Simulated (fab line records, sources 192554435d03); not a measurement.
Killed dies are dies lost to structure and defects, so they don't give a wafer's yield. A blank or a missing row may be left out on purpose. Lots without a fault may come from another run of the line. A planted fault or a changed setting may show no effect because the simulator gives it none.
Chamber matching | flow n5_finfet | N5_BEOL_M13_ETCH_59 on rie_diel-01: 4 sister chambers
The step etches BARC in N2/H2, target depth 89 nm, overetch 26.7 nm, time 67.9 s. 7 wafers are shown with their chamber, then 7 later ones without.

WAFERS WITH THEIR CHAMBER
wafer  | chamber | showerhead_plenum_p_Torr (Torr) | rf_vpp_V (V)
L074.3 | 1       | 2.62                            | 527
L074.4 | 1       | 2.62                            | 527
L080.3 | 3       | 2.33                            | 518
L087.4 | 2       | 2.55                            | 524
L087.5 | 0       | 2.56                            | 524
L090.1 | 0       | 2.56                            | 525
L090.5 | 2       | 2.54                            | 524

WAFERS WITHOUT THEIR CHAMBER
wafer  | showerhead_plenum_p_Torr (Torr) | rf_vpp_V (V)
L090.6 | 2.61                            | 525
L097.4 | 2.61                            | 525
L097.5 | 2.61                            | 525
L097.6 | 2.55                            | 523
L095.4 | 2.54                            | 524
L095.5 | 2.55                            | 523
L095.6 | 2.31                            | 518

WHICH CHAMBER EACH WENT THROUGH
wafer  | from the rows above     | in truth
L090.6 | 1                       | 1
L097.4 | 1                       | 1
L097.5 | 1                       | 1
L097.6 | can't be placed: 2 or 0 | 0
L095.4 | 2                       | 2
L095.5 | can't be placed: 2 or 0 | 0
L095.6 | 3                       | 3
Placed correctly: 5 of 7. Can't be placed from these rows: 2 (the true chamber is among the candidates in 2). Placed wrongly: 0.
How it was worked out, from the rows above alone: a wafer's distance from a chamber is the root of the sum, over the readings, of the square of ((its reading less the chamber's mean) divided by the reading's scatter). The wafer belongs to the nearest chamber; if the next one is less than 2 further off, it can't be placed. A chamber's mean is the mean of its shown wafers. The scatter: the root of (the sum of the squares of (reading less its chamber's mean) over the shown wafers, divided by (wafers less chambers)).
